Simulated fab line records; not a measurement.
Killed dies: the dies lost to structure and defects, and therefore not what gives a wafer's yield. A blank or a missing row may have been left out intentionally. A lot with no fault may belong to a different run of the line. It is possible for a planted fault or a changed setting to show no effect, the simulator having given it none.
fab line records -- flow n5-finfet
record lots=10, wafers=29, last-day=17
route steps=1938 shown BEOL_M4@1106 BEOL_M5@1112
lots with no fault: from the same line, run without faults
start-h: the number of hours between the record's first day and the start of the first shown wafer of the lot -- wait-h: hours since the lot's step before -- " identical to the entry in the row above -- L1.1+2: a single row standing in for several wafers -- - no value, or no start given -- * or withheld: withheld -- < > ~ a bound
route shown NAME@n: a module of which the file shows steps, and the number in the route of the first -- usual: mean and standard deviation over wafers with no fault -- same: alike in all rows -- chamber/n: place in a boat -- sites: per-site readings -- _std_site: the standard deviation of these -- _edge_site: mean of outer sites minus mean of inner sites -- radius-mm: how far each site lies from the wafer's centre -- mask NAME#n: copy n -- behind: the tool/chamber that last shaped the wafer -- hold: cause of the lot's hold/its duration in hours/its outcome -- device: the transistor (n, p or np) that didn't switch -- end of line: the tests these same wafers got at the end of their route -- a step with no rows: only its recipe -- killed: count of dies lost to structure and defects at first sort (not the wafer's yield) -- map: a wafer's dies, marking killed ones x, the rest . and places with no die _
set.NAME: setting as actually run; set.NAME@STEP: the setting as run at that earlier step -- model.NAME: the simulator's own value behind a step, which no gauge read
route steps across a sampled set of lots; one table per step, one row per wafer
services: when a tool's chamber went out of use (start-h, in hours from the record's first day, below 0 if earlier), for how many hours, and the reason
## steps
# step N5_BEOL_M4_CO_CAP_55
# recipe material=Co, target-thk-a=20, temp-c=200, precursor=CCTBA/H2, pressure-torr=30, time-s=102.1
# usual heater-power-w=228/31, run-length-s=124.8/0.44
lot.wafer,tool,chamber,start-h,wait-h,heater-power-w,run-length-s
L580.1,cvd-co-02,1,193.01,0.0,216,124.8
L580.4,cvd-co-02,2,193.01,0.0,191,124.4
L580.6,cvd-co-02,1,193.01,0.0,215,124.2
L582.2,cvd-co-02,0,195.87,0.0,268,124.9
L582.3,cvd-co-02,1,195.87,0.0,212,124.4
L582.5,cvd-co-02,2,195.87,0.0,189,124.2
L587.1,cvd-co-02,0,229.54,0.0,272,124.8
L587.4,cvd-co-02,2,229.54,0.0,193,124.2
L587.5,cvd-co-02,0,229.54,0.0,258,125.3
L586.2,cvd-co-02,1,233.19,0.0,215,124.4
L586.3,cvd-co-02,0,233.19,0.0,266,125.6
L586.6,cvd-co-02,2,233.19,0.0,193,124.8
L588.1,cvd-co-02,1,254.80,0.0,211,124.5
L588.5,cvd-co-02,1,254.80,0.0,214,124.5
L588.6,cvd-co-02,0,254.80,0.0,268,125.1
L591.3,cvd-co-02,2,263.65,0.0,194,124.3
L591.4,cvd-co-02,0,263.65,0.0,265,125.3
L591.5,cvd-co-02,2,263.65,0.0,200,124.4
L592.1,cvd-co-02,0,265.35,0.0,268,125.1
L592.4,cvd-co-02,2,265.35,0.0,195,124.1
L592.5,cvd-co-02,1,265.35,0.0,216,124.7
L595.3,cvd-co-02,1,277.60,0.1,211,124.3
L595.4,cvd-co-02,0,277.60,0.1,276,125.8
L595.6,cvd-co-02,0,277.60,0.1,274,126.0
L594.1,cvd-co-02,2,296.73,0.0,195,124.5
L594.4,cvd-co-02,1,296.73,0.0,216,124.8
L594.6,cvd-co-02,2,296.73,0.0,193,124.3
L598.2,cvd-co-02,2,304.54,0.0,197,124.6
L598.6,cvd-co-02,2,304.54,0.0,196,214.9
# step N5_BEOL_M4_INSPECT_59
# recipe inspect-instrument=darkfield, mode=post-dep
# usual raw-defect-count=66/20
lot.wafer,tool,chamber,start-h,wait-h,raw-defect-count
L580.1,defect-inspect-01,-,193.23,0.0,66
L580.4,defect-inspect-01,-,193.23,0.0,63
L580.6,defect-inspect-01,-,193.23,0.0,69
L582.2,defect-inspect-02,-,196.08,0.0,85
L582.3,defect-inspect-02,-,196.08,0.0,55
L582.5,defect-inspect-02,-,196.08,0.0,62
L587.1,defect-inspect-01,-,229.75,0.0,73
L587.4,defect-inspect-01,-,229.75,0.0,70
L587.5,defect-inspect-01,-,229.75,0.0,61
L586.2,defect-inspect-02,-,233.41,0.0,63
L586.3,defect-inspect-02,-,233.41,0.0,66
L586.6,defect-inspect-02,-,233.41,0.0,47
L588.1,defect-inspect-02,-,255.01,0.0,97
L588.5,defect-inspect-02,-,255.01,0.0,59
L588.6,defect-inspect-02,-,255.01,0.0,61
L591.3,defect-inspect-01,-,263.86,0.0,66
L591.4,defect-inspect-01,-,263.86,0.0,80
L591.5,defect-inspect-01,-,263.86,0.0,77
L592.1,defect-inspect-02,-,265.56,0.0,41
L592.4,defect-inspect-02,-,265.56,0.0,50
L592.5,defect-inspect-02,-,265.56,0.0,40
L595.3,defect-inspect-01,-,277.81,0.0,127
L595.4,defect-inspect-01,-,277.81,0.0,128
L595.6,defect-inspect-01,-,277.81,0.0,102
L594.1,defect-inspect-01,-,296.94,0.0,82
L594.4,defect-inspect-01,-,296.94,0.0,66
L594.6,defect-inspect-01,-,296.94,0.0,38
L598.2,defect-inspect-02,-,304.76,0.0,66
L598.6,defect-inspect-02,-,304.76,0.0,46
# step N5_BEOL_M4_RC_MEAS_101
# usual DIBL_N=36.6/1.1, DIBL_P=36.8/1.6, IOFF_N=0.169/0.024, IOFF_P=0.206/0.028, ION_N=679/9.2, ION_P=462/7, SS_N=71.6/0.57, SS_P=73.3/0.57, VT_N=248.8/2.4, VT_P=-251/3
lot.wafer,tool,chamber,start-h,wait-h,DIBL_N[mV/V],DIBL_P[mV/V],IOFF_N[nA/um],IOFF_P[nA/um],ION_N[uA/um],ION_P[uA/um],SS_N[mV/dec],SS_P[mV/dec],VT_N[mV],VT_P[mV]
L580.1,prober-02,0,193.26,0.0,36.5,36.2,0.161,0.177,674,462,70.6,73.1,248.3,-256
L580.4,prober-02,0,193.26,0.0,36.5,36.3,0.161,0.175,688,460,71.0,73.1,249.3,-255
L580.6,prober-02,0,193.26,0.0,34.9,33.7,0.131,0.148,659,453,70.3,72.7,254.6,-258
L582.2,prober-02,0,196.26,0.2,38.0,36.6,0.222,0.228,689,460,72.8,73.8,244.6,-247
L582.3,prober-02,0,196.26,0.2,35.2,33.2,0.158,0.176,684,460,71.6,72.5,246.5,-251
L582.5,prober-02,0,196.26,0.2,36.1,34.4,0.171,0.189,677,462,71.7,73.7,247.0,-251
L587.1,prober-01,0,229.78,0.0,35.9,35.2,0.157,0.194,667,455,71.5,74.3,252.4,-250
L587.4,prober-01,0,229.78,0.0,34.6,34.0,0.146,0.183,668,458,71.5,73.1,249.2,-252
L587.5,prober-01,0,229.78,0.0,35.4,35.5,0.165,0.200,667,457,72.4,73.9,248.4,-252
L586.2,prober-01,0,233.59,0.2,37.4,38.7,0.190,0.251,677,464,71.4,73.9,244.4,-251
L586.3,prober-01,0,233.59,0.2,38.6,38.5,0.212,0.245,680,461,72.2,74.0,247.3,-246
L586.6,prober-01,0,233.59,0.2,37.8,38.2,0.190,0.239,691,466,71.9,74.2,246.7,-249
L588.1,prober-01,0,255.04,0.0,36.8,37.0,0.172,0.218,672,463,72.4,73.1,249.1,-250
L588.5,prober-01,0,255.04,0.0,36.6,37.1,0.165,0.223,676,462,71.9,73.4,246.9,-251
L588.6,prober-01,0,255.04,0.0,36.8,37.6,0.181,0.231,693,468,71.9,72.8,246.2,-251
L591.3,prober-01,0,264.19,0.3,36.8,36.2,0.164,0.212,688,469,71.3,73.0,247.4,-251
L591.4,prober-01,0,264.19,0.3,38.2,37.8,0.193,0.240,694,473,71.7,74.0,246.7,-249
L591.5,prober-01,0,264.19,0.3,36.5,35.4,0.152,0.204,671,458,71.6,73.1,248.8,-250
L592.1,prober-02,0,265.58,0.0,37.6,37.7,0.163,0.228,664,462,72.5,73.2,249.0,-248
L592.4,prober-02,0,265.58,0.0,38.2,38.5,0.178,0.236,679,469,71.9,73.2,251.6,-249
L592.5,prober-02,0,265.58,0.0,37.5,37.5,0.157,0.213,682,466,71.6,73.4,249.4,-248
L595.3,prober-02,0,278.14,0.3,35.7,36.9,0.147,0.177,676,460,71.2,73.3,253.7,-254
L595.4,prober-02,0,278.14,0.3,34.5,35.6,0.123,0.160,658,450,70.6,73.3,254.6,-257
L595.6,prober-02,0,278.14,0.3,37.8,39.1,0.188,0.206,668,453,71.7,73.9,247.8,-254
L594.1,prober-01,0,296.98,0.0,39.0,39.9,0.242,0.255,699,472,72.5,74.6,244.5,-249
L594.4,prober-01,0,296.98,0.0,36.8,37.9,0.184,0.220,682,466,71.7,74.2,246.4,-250
L594.6,prober-01,0,296.98,0.0,38.3,39.2,0.216,0.239,696,465,73.1,73.8,244.0,-249
L598.2,prober-01,0,304.94,0.2,36.6,36.3,0.168,0.195,676,460,71.5,73.1,247.7,-249
L598.6,prober-01,0,304.94,0.2,37.5,36.6,0.187,0.199,677,461,72.4,72.7,248.9,-250
# step N5_BEOL_M5_ILD_DEP_00
# recipe material=SiCOH_lowk, target-thk-a=1406.4, temp-c=300, precursor=DEMS/porogen, pressure-torr=5, rf-w=500, time-s=25.9
# usual heater-power-w=299/36, showerhead-plenum-p-Torr=5.737/0.014, throttle-valve-pct=13.8/0.46
# same time-s=25.9
lot.wafer,tool,chamber,start-h,wait-h,heater-power-w,showerhead-plenum-p-Torr,throttle-valve-pct
L580.1,pecvd-03,2,194.22,0.8,303,5.737,14.8
L580.4,pecvd-03,2,194.22,0.8,238,5.725,14.7
L580.6,pecvd-03,2,194.22,0.8,245,5.715,14.7
L582.2,pecvd-03,0,197.07,0.7,301,5.733,14.2
L582.3,pecvd-03,2,197.07,0.7,287,5.715,14.9
L582.5,pecvd-03,2,197.07,0.7,290,5.709,14.5
L587.1,pecvd-02,2,230.75,0.8,283,5.724,13.5
L587.4,pecvd-02,1,230.75,0.8,258,5.737,13.5
L587.5,pecvd-02,2,230.75,0.8,286,5.748,13.9
L586.2,pecvd-03,0,234.40,0.7,311,5.732,14.3
L586.3,pecvd-03,0,234.40,0.7,313,5.739,14.4
L586.6,pecvd-03,1,234.40,0.7,286,5.733,13.6
L588.1,pecvd-02,1,256.00,0.8,287,5.727,13.5
L588.5,pecvd-02,0,256.00,0.8,353,5.758,13.7
L588.6,pecvd-02,2,256.00,0.8,235,5.721,13.7
L591.3,pecvd-04,1,264.85,0.5,272,5.732,13.1
L591.4,pecvd-04,1,264.85,0.5,276,5.745,13.2
L591.5,pecvd-04,2,264.85,0.5,351,5.731,14.1
L592.1,pecvd-02,0,266.54,0.8,379,5.767,13.4
L592.4,pecvd-02,2,266.54,0.8,240,5.728,13.9
L592.5,pecvd-02,0,266.54,0.8,397,5.741,13.2
L595.3,pecvd-02,1,278.80,0.5,295,5.740,13.5
L595.4,pecvd-02,1,278.80,0.5,299,5.738,13.3
L595.6,pecvd-02,2,278.80,0.5,232,5.747,13.9
L594.1,pecvd-02,0,297.95,0.8,336,5.743,13.6
L594.4,pecvd-02,1,297.95,0.8,230,5.735,13.5
L594.6,pecvd-02,2,297.95,0.8,271,5.734,14.0
L598.2,pecvd-02,0,305.75,0.7,323,5.748,13.2
L598.6,pecvd-02,2,305.75,0.7,296,5.730,13.9
# step N5_BEOL_M5_THK_MEAS_01
# recipe reads=SiCOH_lowk_of_BEOL_M5_ILD_DEP_00
# usual M5_ILD_THK=121.6/1.6
lot.wafer,tool,chamber,start-h,wait-h,M5_ILD_THK[nm]
L580.1,film-metro-02,-,194.81,0.4,120.1
L580.4,film-metro-02,-,194.81,0.4,122.8
L580.6,film-metro-02,-,194.81,0.4,123.6
L582.2,film-metro-02,-,197.66,0.4,120.5
L582.3,film-metro-02,-,197.66,0.4,120.2
L582.5,film-metro-02,-,197.66,0.4,122.0
L587.1,film-metro-02,-,231.80,0.8,121.5
L587.4,film-metro-02,-,231.80,0.8,122.8
L587.5,film-metro-02,-,231.80,0.8,123.2
L586.2,film-metro-02,-,234.99,0.4,119.4
L586.3,film-metro-02,-,234.99,0.4,123.0
L586.6,film-metro-02,-,234.99,0.4,122.2
L588.1,film-metro-02,-,256.57,0.4,119.5
L588.5,film-metro-02,-,256.57,0.4,122.8
L588.6,film-metro-02,-,256.57,0.4,121.5
L591.3,film-metro-01,-,265.42,0.3,120.7
L591.4,film-metro-01,-,265.42,0.3,122.5
L591.5,film-metro-01,-,265.42,0.3,123.0
L592.1,film-metro-02,-,267.12,0.4,119.9
L592.4,film-metro-02,-,267.12,0.4,123.0
L592.5,film-metro-02,-,267.12,0.4,122.7
L595.3,film-metro-01,-,279.37,0.3,120.5
L595.4,film-metro-01,-,279.37,0.3,122.2
L595.6,film-metro-01,-,279.37,0.3,123.2
L594.1,film-metro-02,-,298.53,0.4,121.3
L594.4,film-metro-02,-,298.53,0.4,123.2
L594.6,film-metro-02,-,298.53,0.4,123.2
L598.2,film-metro-02,-,306.32,0.4,120.8
L598.6,film-metro-02,-,306.32,0.4,122.7
## services
tool,chamber,start-h,hours,kind
pecvd-03,-,174.30,14.6,pm
cvd-co-02,-,179.15,2.8,repair
pecvd-02,-,190.02,14.6,pm
pecvd-03,1,192.86,2.1,scheduled-down
pecvd-04,0,200.85,2.1,scheduled-down
pecvd-03,2,212.06,18.9,repair
pecvd-02,0,215.90,2.2,repair
cvd-co-02,2,266.37,19.5,repair
pecvd-03,-,270.21,0.6,repair
pecvd-04,0,273.01,5.5,scheduled-down
pecvd-03,2,281.38,5.5,scheduled-down
pecvd-04,0,282.82,14.2,repair
pecvd-03,0,296.00,7.2,repair
pecvd-04,1,297.78,5.5,scheduled-down
## key
first-sign step=N5_BEOL_M4_CO_CAP_55, reading=run-length-s, direction=up, sigmas=99+, usual=*, struck=*
effect none on later readings
met-at N5_BEOL_M4_CO_CAP_55
struck-lots L598
struck-wafers L598.6
not-acting-at N5_BEOL_M4_INSPECT_59,N5_BEOL_M5_ILD_DEP_00,N5_BEOL_M5_THK_MEAS_01
onset-between 296.73 304.54
fault kind=process-parameter-drift, tool=cvd-co-02, chamber=-, onset-h=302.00, steps=N5_BEOL_M4_CO_CAP_55, channel=time-s, offset=*, shape=step, end-h=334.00, scope=struck-wafers-only, acts-in=*, stated=*
